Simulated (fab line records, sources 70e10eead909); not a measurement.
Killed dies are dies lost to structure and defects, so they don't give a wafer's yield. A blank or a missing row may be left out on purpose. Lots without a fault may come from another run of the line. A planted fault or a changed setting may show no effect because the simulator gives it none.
Chamber matching | flow nand_harc | NHARC_A_STAIRCASE_DESCUM_186 on rie_diel-02: 4 sister chambers
The step chemistry O2, time 3 s. 4 wafers are shown with their chamber, then 8 later ones without.

WAFERS WITH THEIR CHAMBER
wafer  | chamber | drypump_motor_current_A (A)
L079.5 | 0       | 5.6
L082.4 | 2       | 6.2
L083.1 | 3       | 5.0
L092.1 | 1       | 5.8

WAFERS WITHOUT THEIR CHAMBER
wafer  | drypump_motor_current_A (A)
L092.3 | 4.9
L092.6 | 6.2
L096.2 | 5.8
L096.3 | 5.6
L096.4 | 5.6
L097.1 | 5.8
L097.2 | 6.2
L097.4 | 4.9

WHICH CHAMBER EACH WENT THROUGH
wafer  | from the rows above | in truth
L092.3 | 3                   | 3
L092.6 | 2                   | 2
L096.2 | 1                   | 1
L096.3 | 0                   | 0
L096.4 | 0                   | 0
L097.1 | 1                   | 1
L097.2 | 2                   | 2
L097.4 | 3                   | 3
Placed correctly: 8 of 8. Can't be placed from these rows: 0. Placed wrongly: 0.
How it was worked out, from the rows above alone: a wafer's distance from a chamber is the root of the sum, over the readings, of the square of ((its reading less the chamber's mean) divided by the reading's scatter). The wafer belongs to the nearest chamber; if the next one is less than 2 further off, it can't be placed. A chamber's mean is the mean of its shown wafers. The scatter: with one shown wafer a chamber, the root of the mean of the squares of how far each hidden wafer lies from its nearest shown one.
